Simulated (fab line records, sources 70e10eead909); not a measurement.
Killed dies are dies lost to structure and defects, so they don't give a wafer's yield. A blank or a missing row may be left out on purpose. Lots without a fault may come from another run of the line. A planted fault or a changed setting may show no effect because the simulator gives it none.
fab line records | flow nand_harc
record lots=7 wafers=21 last_day=31
route steps=1302 shown A_BLC@1132 A_M0@1137 END@1302
lots that met no fault: from a run of the same line without faults
start_h: hours from the record's first day to the start of the lot's first wafer shown | wait_h: hours since the lot's step before | " the same as in the row above | L1.1+2: a row that stands for several wafers | - no value, or no start given | * or withheld: withheld | < > ~ a bound
route shown NAME@n: a module of which the file shows steps, and the number in the route of the first | usual: mean/standard deviation of fault-free wafers | same: alike in all rows | chamber/n: place in a boat | sites: the reading at each site | _std_site: their standard deviation | _edge_site: outer sites' mean less inner sites' | radius_mm: how far each site lies from the wafer's centre | mask NAME#n: copy n | behind: the tool/chamber that last shaped the wafer | hold: why the lot was held/for how many hours/how that ended | device: the transistor (n, p or np) that didn't switch | end of line: the same wafers' tests at the end of the route | a step without rows: its recipe alone | killed: dies lost to structure and defects at the first sort, not the wafer's yield | map: a wafer's dies, x killed, . not, _ none there
set.NAME: the setting as run; set.NAME@STEP: as run at that earlier step | model.NAME: the simulator's own value behind a step, which no gauge read
lots at some steps of the route; a table a step, a row a wafer
services: from which hour (start_h, from the record's first day; less than 0 if before it) a tool's chamber was out of use, for how many hours, and why
## steps
# step NHARC_A_BLC_CVD_24
# recipe target_thk_a=1500 temp_c=300 pressure_torr=40 wf6_flow_sccm=40 h2_flow_sccm=1600 ar_flow_sccm=1560 time_s=434 material=W
# usual chamber_pressure_Torr=40.01/0.082 heater_power_w=480/25 mfc_h2_sccm=1600/4.4 throttle_valve_pct=8.0/0.35
# same time_s=434
# columns lot.wafer tool chamber start_h wait_h chamber_pressure_Torr heater_power_w mfc_h2_sccm throttle_valve_pct
L517.1 cvd_w-02 1 - - 40.04 495 1592 8.2
L517.3 " 0 " " 39.99 509 1597 7.7
L517.5 " 0 " " 40.14 499 1604 7.6
L522.2 cvd_w-01 1 - - 40.10 426 1598 7.4
L522.1 " 0 " " 40.01 491 1592 8.3
L522.4 " 1 " " 39.99 423 1606 7.3
L524.2 cvd_w-02 1 - - 39.93 491 1603 8.8
L524.1 " 0 " " 40.00 502 1602 7.6
L524.6 " 1 " " 40.04 503 1603 8.2
L525.2 cvd_w-01 1 - - 40.00 428 1598 7.5
L525.4 " 0 " " 40.07 500 1603 8.2
L525.5 " 0 " " 40.03 493 1594 8.2
L527.2 cvd_w-02 1 - - 40.13 491 1597 8.1
L527.6 " 0 " " 40.00 479 1595 7.6
L527.5 " 1 " " 39.98 488 1597 8.2
L529.3 cvd_w-02 0 - - 39.95 482 1609 8.1
L529.4 " 1 " " 40.02 488 1595 8.5
L529.5 " 0 " " 40.02 491 1604 7.9
L533.2 cvd_w-01 1 - - 40.10 425 1596 7.7
L533.5 " 0 " " 39.83 515 1602 8.1
L533.6 " 1 " " 40.04 442 1595 7.5
# step NHARC_A_BLC_CMP_25
# recipe t_overpolish_s=30 target_thk_nm=150
# usual motor_current_A=11.4/1 overpolish_run_s=30.000/0.01 retaining_ring_pressure_frac=1.000/0.0049 time_to_endpoint_s=29/3.5
# same t_overpolish_s=30
# columns lot.wafer tool chamber start_h wait_h motor_current_A overpolish_run_s retaining_ring_pressure_frac time_to_endpoint_s
L517.3 cmp-04 2 548.25 0.2 11.0 30.007 0.998 28
L517.1 " 1 " " 12.3 29.982 1.001 29
L517.5 " 2 " " 11.5 29.994 0.994 28
L522.1 cmp-01 3 610.18 0.4 10.9 30.003 1.000 28
L522.2 " 0 " " 12.1 29.992 0.987 24
L522.4 " 1 " " 12.2 29.990 1.004 33
L524.1 cmp-04 2 623.19 0.4 11.3 30.006 0.992 32
L524.2 " 0 " " 9.7 30.001 0.994 32
L524.6 " 2 " " 11.1 29.991 0.997 31
L525.4 cmp-03 0 641.58 0.3 11.9 29.993 1.005 26
L525.2 " 1 " " 11.3 30.011 0.993 25
L525.5 " 3 " " 10.7 29.995 1.002 31
L527.2 cmp-04 3 664.36 0.4 11.9 29.985 0.995 26
L527.6 " 2 " " 11.4 30.006 1.005 31
L527.5 " 3 " " 12.5 29.989 0.996 25
L529.3 cmp-03 0 682.85 0.3 11.9 29.990 0.992 29
L529.4 " 3 " " 10.5 30.002 1.001 31
L529.5 " 0 " " 11.4 30.011 0.999 28
L533.2 cmp-01 3 708.43 0.4 10.8 29.993 1.003 32
L533.5 " 1 " " 11.4 30.012 1.001 37
L533.6 " 2 " " 12.6 29.983 0.996 28
# step NHARC_A_BLC_SRD_27
# step NHARC_A_BLC_INSPECT_28
# usual raw_defect_count=551/130
# columns lot.wafer tool chamber start_h wait_h raw_defect_count
L517.1 defect_inspect-01 - 548.66 0.1 378
L517.3 " - " " 471
L517.5 " - " " 430
L522.1 defect_inspect-01 - 610.56 0.1 496
L522.2 " - " " 436
L522.4 " - " " 575
L524.1 defect_inspect-01 - 623.59 0.1 670
L524.2 " - " " 480
L524.6 " - " " 594
L525.2 defect_inspect-02 - 641.96 0.1 453
L525.4 " - " " 354
L525.5 " - " " 428
L527.2 defect_inspect-02 - 664.74 0.1 433
L527.5 " - " " 531
L527.6 " - " " 568
L529.3 defect_inspect-01 - 683.26 0.1 576
L529.4 " - " " 596
L529.5 " - " " 517
L533.2 defect_inspect-02 - 708.78 0.1 490
L533.5 " - " " 575
L533.6 " - " " 480
# step NHARC_A_M0_DEP_00
# recipe target_thk_a=1500 target_thk_nm=150 temp_c=withheld pressure_torr=5 flow_sccm=200 rf_w=600 material=SiOC
# step NHARC_A_M0_DEHYDRATE_01
# recipe temp_c=150 time_s=120
# step NHARC_A_M0_HMDS_02
# recipe time_s=30
# step NHARC_A_M0_COAT_33
# recipe temp_c=200 time_s=65
# step NHARC_A_M0_COAT_03
# recipe spin_rpm=1500 resist_thk_nm=90
# step NHARC_A_M0_SOFTBAKE_04
# recipe temp_c=105 time_s=55
# step NHARC_A_M0_EBR_05
# step NHARC_A_M0_EXPOSE_06
# recipe na=1.35 target_cd_nm=80 dose_mj=83.25 mask_id=A_M0
# usual exposure_dose_mJ_cm2=83.23/0.079
# columns lot.wafer tool chamber start_h wait_h mask exposure_dose_mJ_cm2
L517.1 arfi_scanner-01 0 549.56 - A_M0#0 83.13
L517.3 " 0 " " A_M0#0 83.17
L517.5 " 0 " " A_M0#0 83.19
L522.1 arfi_scanner-03 0 611.25 - A_M0#0 83.35
L522.2 " 0 " " A_M0#0 83.39
L522.4 " 0 " " A_M0#0 83.34
L524.1 arfi_scanner-03 0 624.22 - A_M0#0 79.86
L524.2 " 0 " " A_M0#0 79.74
L524.6 " 0 " " A_M0#0 79.77
L525.2 arfi_scanner-03 0 642.60 - A_M0#0 80.40
L525.4 " 0 " " A_M0#0 80.35
L525.5 " 0 " " A_M0#0 80.32
L527.2 arfi_scanner-02 0 665.50 - A_M0#0 83.25
L527.5 " 0 " " A_M0#0 83.18
L527.6 " 0 " " A_M0#0 83.17
L529.3 arfi_scanner-03 0 684.03 - A_M0#0 81.22
L529.4 " 0 " " A_M0#0 81.05
L529.5 " 0 " " A_M0#0 81.07
L533.2 arfi_scanner-02 0 709.77 - A_M0#0 83.40
L533.5 " 0 " " A_M0#0 83.21
L533.6 " 0 " " A_M0#0 83.23
# step NHARC_A_M0_PEB_07
# recipe peb_temp_c=100 peb_time_s=65
# step NHARC_A_M0_DEVELOP_08
# recipe develop_time_s=35 dev_temp_c=23
# step NHARC_A_M0_CD_MEAS_09
# recipe target_cd_nm=80 landing_energy_ev=500
# usual cd_nm=80.2/0.83
# columns lot.wafer tool chamber start_h wait_h cd_nm
L517.1 cd_sem-03 0 549.70 - 79.9
L517.3 " 0 " " 79.4
L517.5 " 0 " " 80.8
L522.1 cd_sem-01 0 611.39 - 79.4
L522.2 " 0 " " 80.8
L522.4 " 0 " " 80.5
L524.1 cd_sem-03 0 624.36 - 77.1
L524.2 " 0 " " 77.7
L524.6 " 0 " " 76.9
L525.2 cd_sem-02 0 642.74 - 76.8
L525.4 " 0 " " 78.8
L525.5 " 0 " " 77.5
L527.2 cd_sem-01 0 665.64 - 80.6
L527.5 " 0 " " 80.5
L527.6 " 0 " " 78.9
L529.3 cd_sem-03 0 684.17 - 79.3
L529.4 " 0 " " 77.3
L529.5 " 0 " " 79.4
L533.2 cd_sem-01 0 709.91 - 79.7
L533.5 " 0 " " 80.4
L533.6 " 0 " " 77.8
# step NHARC_A_M0_OVL_MEAS_10
# recipe pitch_nm=160
# usual overlay_x_nm=0.3/0.84 overlay_y_nm=-0.2/0.91
# columns lot.wafer tool chamber start_h wait_h overlay_x_nm overlay_y_nm
L517.1 overlay-02 - 549.79 - -0.7 -0.2
L517.3 " - " " -0.8 -0.7
L517.5 " - " " -0.6 -0.2
L522.1 overlay-01 - 611.48 - 1.3 0.5
L522.2 " - " " 1.5 0.1
L522.4 " - " " 1.9 0.8
L524.1 overlay-01 - 624.44 - 0.5 0.1
L524.2 " - " " 0.8 0.0
L524.6 " - " " 0.4 -0.4
L525.2 overlay-02 - 642.82 - 0.2 0.6
L525.4 " - " " 0.4 0.6
L525.5 " - " " 0.0 0.5
L527.2 overlay-01 - 665.73 - 2.7 1.0
L527.5 " - " " 2.3 0.6
L527.6 " - " " 2.9 1.5
L529.3 overlay-02 - 684.25 - -1.3 0.7
L529.4 " - " " -1.0 0.3
L529.5 " - " " -1.2 0.1
L533.2 overlay-02 - 710.00 - -0.4 -1.8
L533.5 " - " " 0.0 -1.1
L533.6 " - " " 0.4 -2.0
# step NHARC_A_M0_INSPECT_11
# usual raw_defect_count=91/30
# columns lot.wafer tool chamber start_h wait_h raw_defect_count
L517.1 defect_inspect-02 - 549.82 0.0 63
L517.3 " - " " 71
L517.5 " - " " 44
L522.1 defect_inspect-01 - 611.52 0.0 82
L522.2 " - " " 79
L522.4 " - " " 63
L524.1 defect_inspect-02 - 624.48 0.0 104
L524.2 " - " " 92
L524.6 " - " " 92
L525.2 defect_inspect-02 - 642.86 0.0 84
L525.4 " - " " 90
L525.5 " - " " 83
L527.2 defect_inspect-02 - 665.76 0.0 119
L527.5 " - " " 121
L527.6 " - " " 121
L529.3 defect_inspect-02 - 684.29 0.0 77
L529.4 " - " " 72
L529.5 " - " " 71
L533.2 defect_inspect-02 - 710.04 0.0 110
L533.5 " - " " 105
L533.6 " - " " 99
# step NHARC_A_M0_DESCUM_14
# recipe time_s=3 o2_flow_sccm=200 ar_flow_sccm=0 bias_power_w=0 chemistry=O2
# usual chamber_pressure_mTorr=60.00/0.058 drypump_motor_current_A=5.9/0.47 oes_product_au=1.002/0.011 rf_vpp_V=57.5/0.87 showerhead_plenum_p_Torr=1.83/0.073 throttle_valve_pct=11.311/0.0093
# same time_s=3
# columns lot.wafer tool chamber start_h wait_h chamber_pressure_mTorr drypump_motor_current_A oes_product_au rf_hours_counter_h rf_vpp_V showerhead_plenum_p_Torr throttle_valve_pct model.A_M0.cd_nm
L517.3 rie_diel-01 3 549.88 0.1 60.04 5.3 1.010 8.3 58.1 2.00 11.286 79.86
L517.1 " 2 " " 60.09 6.6 0.983 8.6 58.9 1.89 11.323 79.61
L517.5 " 3 " " 59.97 5.3 1.009 - 57.0 2.00 11.302 81.17
L522.4 rie_diel-13 3 611.58 0.1 59.93 6.5 0.997 4.7 57.3 1.78 11.311 80.27
L522.2 " 1 " " 59.95 5.8 1.006 5.6 57.7 1.79 11.293 79.71
L522.1 " 2 " " 59.99 6.3 1.012 5.1 57.0 1.79 11.294 78.49
L524.1 rie_diel-13 3 624.54 0.1 59.95 6.5 0.988 5.7 57.0 1.78 11.299 77.54
L524.2 " 0 " " 59.89 5.0 0.990 6.5 56.6 1.81 11.312 76.07
L524.6 " 0 " " 60.01 5.0 1.006 - 56.2 1.81 11.324 75.5
L525.2 rie_diel-08 1 642.93 0.1 59.95 6.1 1.003 3.6 57.3 1.77 11.309 77.1
L525.4 " 3 " " 59.97 5.9 0.991 3.1 58.5 1.79 11.297 78.3
L525.5 " 1 " " 59.99 6.1 1.013 - 56.4 1.77 11.301 77.72
L527.2 rie_diel-08 2 665.83 0.1 59.95 5.4 0.988 4.3 58.3 1.92 11.304 80.8
L527.5 " 1 " " 60.04 6.1 1.000 - 58.2 1.77 11.307 80.97
L527.6 " 0 " " 60.02 6.0 0.995 - 57.2 1.78 11.309 78.05
L529.3 rie_diel-08 3 684.35 0.1 59.83 5.9 1.004 4.9 58.3 1.79 11.310 79.31
L529.4 " 0 " " 60.08 6.0 1.005 5.8 58.3 1.78 11.315 76.77
L529.5 " 3 " " 60.00 5.9 0.982 - 58.2 1.79 11.314 79.57
L533.2 rie_diel-01 0 710.12 0.1 60.06 5.7 1.015 5.8 58.2 2.00 11.309 80.62
L533.6 " 1 " " 59.95 6.4 0.993 - 57.5 1.96 11.311 77.57
L533.5 " 2 " " 60.02 6.6 1.005 - 57.4 1.89 11.329 82.78
# step NHARC_A_M0_ETCH_34
# recipe target_depth_a=400 overetch_a=120 time_s=43.94 ion_energy_ev=200 n2_flow_sccm=150 h2_flow_sccm=150 ar_flow_sccm=0 rf_w=400 bias_w=150 chemistry=N2/H2
# usual chamber_pressure_mTorr=30.00/0.048 drypump_motor_current_A=5.9/0.45 oes_product_au=1.002/0.0096 rf_vpp_V=427.9/2.5 showerhead_plenum_p_Torr=1.95/0.082 throttle_valve_pct=14.171/0.0089
# same time_s=43.94
# columns lot.wafer tool chamber start_h wait_h chamber_pressure_mTorr drypump_motor_current_A oes_product_au rf_hours_counter_h rf_vpp_V showerhead_plenum_p_Torr throttle_valve_pct
L517.1 rie_diel-01 1 549.99 0.1 30.01 6.4 1.014 7.7 431.5 2.09 14.170
L517.3 " 2 " " 30.03 6.6 0.994 8.6 428.8 2.02 14.167
L517.5 " 2 " " 30.02 6.7 0.996 - 429.3 2.02 14.164
L522.1 rie_diel-13 1 611.66 0.1 29.98 5.8 1.013 5.6 425.4 1.91 14.173
L522.4 " 2 " " 29.98 6.3 1.019 5.1 426.0 1.90 14.174
L522.2 " 0 " " 30.02 5.0 1.003 5.4 426.7 1.92 14.179
L524.1 rie_diel-13 3 624.63 0.1 30.03 6.5 0.999 5.7 426.1 1.90 14.177
L524.2 " 0 " " 29.96 5.0 0.997 6.5 426.9 1.92 14.163
L524.6 " 3 " " 29.99 6.5 0.999 - 425.6 1.90 14.172
L525.4 rie_diel-08 1 643.01 0.1 30.01 6.1 1.003 3.6 426.6 1.89 14.186
L525.2 " 2 " " 30.03 5.4 0.996 2.9 430.3 2.05 14.165
L525.5 " 1 " " 30.00 6.1 1.003 - 426.6 1.89 14.170
L527.2 rie_diel-08 0 665.93 0.1 30.02 6.0 0.999 5.0 425.6 1.90 14.150
L527.6 " 0 " " 29.98 6.0 0.999 - 426.0 1.90 14.177
L527.5 " 1 " " 30.04 6.1 1.008 - 427.4 1.89 14.172
L529.3 rie_diel-08 0 684.43 0.1 30.09 6.0 1.003 5.8 425.6 1.90 14.169
L529.4 " 1 " " 30.01 6.1 1.014 5.7 427.2 1.89 14.166
L529.5 " 1 " " 29.98 6.1 1.019 - 426.3 1.89 14.183
L533.2 rie_diel-01 2 710.19 0.1 29.99 6.6 1.016 6.7 431.1 2.01 14.180
L533.6 " 0 " " 30.05 5.7 1.009 - 433.6 2.14 14.172
L533.5 " 1 " " 30.01 6.4 0.991 - 432.8 2.09 14.183
# step NHARC_A_M0_ETCH_15
# recipe target_depth_a=1500 overetch_a=150 time_s=82.5 c4f8_flow_sccm=withheld ar_flow_sccm=400 rf_w=600 bias_w=300 chemistry=C4F8/Ar
# usual chamber_pressure_mTorr=25.00/0.031 oes_product_au=0.951/0.025 rf_vpp_V=438.3/2.6
# same time_s=82.5
# columns lot.wafer tool chamber start_h wait_h chamber_pressure_mTorr oes_product_au rf_hours_counter_h rf_vpp_V model.A_M0.cd_nm
L517.3 rie_diel-01 2 - - 25.01 0.956 8.6 438.8 80.34
L517.1 " 3 " " 24.97 0.977 8.4 444.8 80.27
L517.5 " 2 " " 25.02 0.947 - 441.8 81.67
L522.1 rie_diel-13 2 - - 25.01 0.986 5.1 436.7 79.94
L522.2 " 0 " " 24.98 0.963 5.5 437.1 79.62
L522.4 " 1 " " 24.97 0.989 5.7 438.4 80
L524.1 rie_diel-13 0 - - 25.03 0.925 6.5 436.5 77.86
L524.2 " 2 " " 24.96 0.932 6.3 438.2 75.89
L524.6 " 3 " " 25.03 0.922 - 437.2 75.96
L525.4 rie_diel-08 1 - - 25.04 0.929 3.7 437.0 78.86
L525.2 " 3 " " 25.03 0.915 3.1 437.2 77.01
L525.5 " 2 " " 24.97 0.919 - 440.7 78.17
L527.2 rie_diel-08 1 - - 24.93 0.931 5.1 436.8 80.88
L527.5 " 0 " " 24.98 0.927 - 436.1 81.6
L527.6 " 1 " " 25.03 0.934 - 434.6 77.99
L529.3 rie_diel-08 2 - - 24.98 0.915 4.9 440.7 79.33
L529.4 " 1 " " 24.99 0.936 5.7 434.7 77.33
L529.5 " 2 " " 24.97 0.908 - 441.3 80.17
L533.2 rie_diel-01 1 - - 25.00 0.904 6.1 442.7 80.63
L533.6 " 0 " " 25.02 0.929 - 443.5 77.48
L533.5 " 1 " " 25.00 0.925 - 443.2 82.5
# step NHARC_A_M0_CD_MEAS_16
# usual cd_nm=80.0/1.1
# columns lot.wafer tool chamber start_h wait_h cd_nm
L517.1 cd_sem-02 - 550.23 - 80.1
L517.3 " - " " 80.3
L517.5 " - " " 82.0
L522.1 cd_sem-03 - 611.88 - 79.9
L522.2 " - " " 79.8
L522.4 " - " " 80.0
L524.1 cd_sem-03 - 624.84 - 77.9
L524.2 " - " " 76.0
L524.6 " - " " 76.1
L525.2 cd_sem-01 - 643.22 - 77.2
L525.4 " - " " 79.2
L525.5 " - " " 78.2
L527.2 cd_sem-01 - 666.17 - 80.8
L527.5 " - " " 81.1
L527.6 " - " " 78.0
L529.3 cd_sem-03 - 684.65 - 79.8
L529.4 " - " " 77.5
L529.5 " - " " 80.1
L533.2 cd_sem-02 - 710.40 - 80.5
L533.5 " - " " 82.4
L533.6 " - " " 77.8
# step NHARC_END_SORT_01
# recipe temp_c=25
# usual defect_limited_yield=90.5/2.4 killed_at_array=59/16 killed_at_other=0.7/1.1 killed_at_periphery=4/3 killed_dies=64/16 killed_open=3.4/1.8 killed_short=2.6/1.7
# same gross_dies=677
# columns lot.wafer tool chamber start_h wait_h defect_limited_yield[%] killed_at_array killed_at_other killed_at_periphery killed_dies killed_open killed_short
L517.1 prober-02 0 594.84 2.5 92.9 47 0 1 48 4 2
L517.3 prober-02 0 596.43 3.1 91.1 57 0 3 60 5 2
L517.5 prober-02 0 598.03 3.7 94.1 39 0 1 40 4 1
L522.1 prober-01 0 652.36 2.5 91.4 55 0 3 58 3 2
L522.2 prober-01 0 653.15 2.8 90.5 59 0 5 64 2 7
L522.4 prober-01 0 654.73 3.4 92.8 49 0 0 49 2 0
L524.1 prober-01 0 665.49 2.5 92.9 42 1 5 48 4 2
L524.2 prober-01 0 666.30 2.8 92.3 51 0 1 52 1 3
L524.6 prober-01 0 669.50 4.0 91.9 53 1 1 55 7 2
L525.2 prober-02 0 684.79 2.8 91.0 56 0 5 61 5 1
L525.4 prober-02 0 686.37 3.4 90.1 64 1 2 67 2 2
L525.5 prober-02 0 687.17 3.7 91.0 55 0 6 61 4 0
L527.2 prober-02 0 705.82 2.8 92.3 52 0 0 52 1 3
L527.5 prober-02 0 708.20 3.7 91.6 52 0 5 57 2 4
L527.6 prober-02 0 708.99 4.0 89.2 70 0 3 73 3 2
L529.3 prober-01 0 725.88 3.1 92.0 52 0 2 54 2 4
L529.4 prober-01 0 726.69 3.4 92.0 47 0 7 54 1 5
L529.5 prober-01 0 727.49 3.7 91.9 52 1 2 55 2 1
L533.2 prober-02 0 747.27 2.8 88.0 77 1 3 81 1 1
L533.5 prober-02 0 749.64 3.7 87.9 75 1 6 82 5 0
L533.6 prober-02 0 750.43 3.9 86.9 86 1 2 89 4 4
# killed by level:class
L517.1 A_CHANNEL_HOLE_D2:chamber_film_flake=32 A_CHANNEL_HOLE_D1:chamber_film_flake=3 A_CONTACT:chamber_film_flake=3 A_DECK1_JOINT:chamber_film_flake=2 A_ONON_D1:geometric_particle:short=1 A_CHANNEL_FILL_D1:geometric_particle:open=1 A_DECK1_JOINT:geometric_particle:short=1 A_DECK1_JOINT:geometric_particle:open=1
L517.3 A_CHANNEL_HOLE_D2:chamber_film_flake=41 A_CHANNEL_HOLE_D1:chamber_film_flake=4 A_CONTACT:geometric_particle:open=2 P_ZERO_WELL:chamber_film_flake=2 A_DECK1_JOINT:chamber_film_flake=2 A_STAIRCASE:chamber_film_flake=2 P_BONDPAD:geometric_particle:open=1 A_CHANNEL_HOLE_D1:geometric_particle:short=1
L517.5 A_CHANNEL_HOLE_D2:chamber_film_flake=33 A_CHANNEL_FILL_D1:geometric_particle:open=2 P_M1:geometric_particle:open=1 A_ONON_D1:geometric_particle:short=1 A_M0:geometric_particle:open=1 A_STAIRCASE:chamber_film_flake=1 A_CONTACT:chamber_film_flake=1
L522.1 A_CHANNEL_HOLE_D1:chamber_film_flake=30 A_CHANNEL_HOLE_D2:chamber_film_flake=13 A_CONTACT:chamber_film_flake=3 A_STAIRCASE:chamber_film_flake=2 P_GATE:geometric_particle:short=1 P_CONTACT:geometric_particle:open=1 A_ONON_D2:geometric_particle:open=1 A_SGD_CUT:geometric_particle:short=1
L522.2 A_CHANNEL_HOLE_D1:chamber_film_flake=29 A_CHANNEL_HOLE_D2:chamber_film_flake=10 A_STAIRCASE:chamber_film_flake=4 A_CHANNEL_HOLE_D2:geometric_particle:short=3 A_CONTACT:chamber_film_flake=3 A_ZERO_WELL:chamber_film_flake=2 P_GATE:geometric_particle:short=1 P_M0:geometric_particle:open=1
L522.4 A_CHANNEL_HOLE_D1:chamber_film_flake=30 A_CHANNEL_HOLE_D2:chamber_film_flake=8 A_CONTACT:chamber_film_flake=5 A_CHANNEL_FILL_D1:geometric_particle:open=2 A_DECK1_JOINT:chamber_film_flake=1 A_CHANNEL_FILL_D2:chamber_film_flake=1 A_STAIRCASE:chamber_film_flake=1 A_M1:chamber_film_flake=1
L524.1 A_SLIT:chamber_film_flake=15 A_CHANNEL_HOLE_D1:chamber_film_flake=8 A_CHANNEL_HOLE_D2:chamber_film_flake=7 A_STAIRCASE:chamber_film_flake=4 A_M0:geometric_particle:open=2 P_GATE:chamber_film_flake=2 P_M0:geometric_particle:open=1 A_CHANNEL_HOLE_D1:geometric_particle:open=1
L524.2 A_SLIT:chamber_film_flake=29 A_CHANNEL_HOLE_D2:chamber_film_flake=9 A_CHANNEL_HOLE_D1:chamber_film_flake=5 A_STAIRCASE:chamber_film_flake=3 P_M1:geometric_particle:open=1 A_CHANNEL_FILL_D1:geometric_particle:short=1 A_SGD_CUT:geometric_particle:short=1 A_M0:geometric_particle:short=1
L524.6 A_SLIT:chamber_film_flake=24 A_CHANNEL_HOLE_D2:chamber_film_flake=12 A_CHANNEL_HOLE_D1:chamber_film_flake=6 A_ONON_D2:geometric_particle:open=2 A_STAIRCASE:chamber_film_flake=2 A_ONON_D1:geometric_particle:short=1 A_CHANNEL_HOLE_D1:geometric_particle:open=1 A_CHANNEL_HOLE_D2:geometric_particle:open=1
L525.2 A_CHANNEL_HOLE_D1:chamber_film_flake=34 A_SLIT:chamber_film_flake=5 A_WL_FILL:chamber_film_flake=4 P_BONDPAD:chamber_film_flake=3 A_ZERO_WELL:chamber_film_flake=3 A_CONTACT:chamber_film_flake=3 P_GATE:geometric_particle:open=1 P_M1:geometric_particle:open=1
L525.4 A_CHANNEL_HOLE_D1:chamber_film_flake=47 A_SLIT:chamber_film_flake=3 A_STAIRCASE:chamber_film_flake=3 A_SGD_CUT:chamber_film_flake=3 A_ZERO_WELL:chamber_film_flake=2 A_CONTACT:chamber_film_flake=2 P_CONTACT:geometric_particle:short=1 P_CONTACT:geometric_particle:open=1
L525.5 A_CHANNEL_HOLE_D1:chamber_film_flake=35 A_STAIRCASE:chamber_film_flake=4 A_SLIT:chamber_film_flake=4 A_WL_FILL:chamber_film_flake=4 A_ZERO_WELL:chamber_film_flake=3 A_SGD_CUT:chamber_film_flake=2 A_CONTACT:chamber_film_flake=2 P_GATE:geometric_particle:open=1
L527.2 A_SLIT:chamber_film_flake=13 A_CHANNEL_HOLE_D1:chamber_film_flake=11 A_CHANNEL_HOLE_D2:chamber_film_flake=9 A_STAIRCASE:chamber_film_flake=5 A_CONTACT:chamber_film_flake=5 A_WL_FILL:chamber_film_flake=3 A_ONON_D1:geometric_particle:short=2 A_WL_FILL:geometric_particle:short=1
L527.5 A_SLIT:chamber_film_flake=16 A_CHANNEL_HOLE_D2:chamber_film_flake=10 A_CHANNEL_HOLE_D1:chamber_film_flake=8 A_CONTACT:chamber_film_flake=6 A_WL_FILL:chamber_film_flake=3 A_DECK1_JOINT:chamber_film_flake=2 A_STAIRCASE:chamber_film_flake=2 A_BLC:chamber_film_flake=2
L527.6 A_SLIT:chamber_film_flake=25 A_CHANNEL_HOLE_D2:chamber_film_flake=22 A_CHANNEL_HOLE_D1:chamber_film_flake=5 A_WL_FILL:chamber_film_flake=5 A_CONTACT:chamber_film_flake=4 A_STAIRCASE:chamber_film_flake=3 A_DECK1_JOINT:chamber_film_flake=2 P_CONTACT:geometric_particle:open=1
L529.3 A_SLIT:chamber_film_flake=29 A_CHANNEL_HOLE_D1:chamber_film_flake=7 A_CONTACT:chamber_film_flake=7 A_STAIRCASE:chamber_film_flake=2 A_CHANNEL_FILL_D1:geometric_particle:short=1 A_CHANNEL_FILL_D1:geometric_particle:open=1 A_DECK1_JOINT:geometric_particle:short=1 A_ONON_D2:geometric_particle:short=1
L529.4 A_SLIT:chamber_film_flake=25 A_CHANNEL_HOLE_D1:chamber_film_flake=9 A_CONTACT:chamber_film_flake=5 P_M1:chamber_film_flake=2 A_BLC:chamber_film_flake=2 P_CONTACT:geometric_particle:short=1 P_M0:geometric_particle:short=1 A_ONON_D2:geometric_particle:open=1
L529.5 A_SLIT:chamber_film_flake=31 A_CHANNEL_HOLE_D1:chamber_film_flake=8 A_CONTACT:chamber_film_flake=5 A_STAIRCASE:chamber_film_flake=2 A_WL_FILL:chamber_film_flake=2 P_CONTACT:geometric_particle:open=1 A_CHANNEL_HOLE_D2:geometric_particle:short=1 A_CHANNEL_FILL_D2:geometric_particle:open=1
L533.2 A_CHANNEL_HOLE_D2:chamber_film_flake=32 A_CHANNEL_HOLE_D1:chamber_film_flake=31 A_SLIT:chamber_film_flake=4 A_WL_FILL:chamber_film_flake=4 A_CONTACT:chamber_film_flake=3 P_M1:chamber_film_flake=2 A_ONON_D2:geometric_particle:short=1 A_CHANNEL_FILL_D2:geometric_particle:open=1
L533.5 A_CHANNEL_HOLE_D1:chamber_film_flake=31 A_CHANNEL_HOLE_D2:chamber_film_flake=27 A_SLIT:chamber_film_flake=9 A_CONTACT:chamber_film_flake=3 P_M1:chamber_film_flake=2 A_CHANNEL_FILL_D1:chamber_film_flake=2 P_STI:geometric_particle:open=1 P_GATE:geometric_particle:open=1
L533.6 A_CHANNEL_HOLE_D2:chamber_film_flake=29 A_CHANNEL_HOLE_D1:chamber_film_flake=27 A_SLIT:chamber_film_flake=11 A_CONTACT:chamber_film_flake=8 A_DECK1_JOINT:geometric_particle:short=2 A_STAIRCASE:chamber_film_flake=2 P_M0:geometric_particle:open=1 A_ONON_D1:geometric_particle:short=1
## services
# columns tool chamber start_h hours kind
rie_diel-01 0 539.75 21.2 repair
arfi_scanner-03 - 540.00 4.0 pm
cmp-01 - 541.98 1.6 repair
rie_diel-08 - 544.86 9.0 pm
arfi_scanner-02 - 546.63 0.4 repair
cvd_w-01 - 547.16 13.0 pm
cmp-04 - 547.76 0.4 repair
cmp-03 - 554.47 4.0 pm
rie_diel-01 - 557.80 9.0 pm
rie_diel-08 1 559.53 9.5 repair
cmp-03 - 562.91 2.7 repair
rie_diel-01 3 568.37 4.6 repair
rie_diel-08 2 572.17 24.0 repair
rie_diel-13 1 586.76 7.2 repair
cmp-04 - 601.02 4.0 pm
rie_diel-01 2 603.76 15.7 repair
cmp-04 - 624.45 0.5 repair
cvd_w-02 - 631.00 13.0 pm
rie_diel-01 2 632.60 1.3 repair
rie_diel-08 3 655.28 11.9 repair
rie_diel-13 2 655.52 4.0 repair
cvd_w-01 - 688.25 0.7 repair
rie_diel-13 - 696.22 9.0 pm
cmp-04 - 699.02 4.0 pm
## key
first_sign step=NHARC_A_M0_EXPOSE_06 reading=exposure_dose_mJ_cm2 direction=down sigmas=35 usual=83.23 struck=80.42
effect step=NHARC_A_M0_CD_MEAS_09 reading=cd_nm direction=down sigmas=2.8 usual=80.2 struck=77.9 through=control_loop
effect step=NHARC_A_M0_CD_MEAS_16 reading=cd_nm direction=down sigmas=1.8 usual=80.0 struck=78.0 wafers_moved=3 through=control_loop
model_effect step=NHARC_A_M0_DESCUM_14 value=A_M0.cd_nm without=79.76 struck=77.54
model_effect step=NHARC_A_M0_ETCH_15 value=A_M0.cd_nm without=80.06 struck=77.84
met_at NHARC_A_M0_EXPOSE_06
struck_wafers L524.1,L524.2,L524.6,L525.2,L525.4,L525.5,L529.3,L529.4,L529.5
loop_trim step=NHARC_A_M0_EXPOSE_06 setting=dose lots=L525,L529
onset_between 611.25 624.22
fault kind=process_parameter_drift tool=arfi_scanner-03 chamber=- onset_h=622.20 steps=NHARC_A_M0_EXPOSE_06 channel=dose_mj offset=-3.4093 shape=step acts_in=these_recipes_only stated=83.25
# loop_trim: a control loop set the setting to another value than it would have without faults
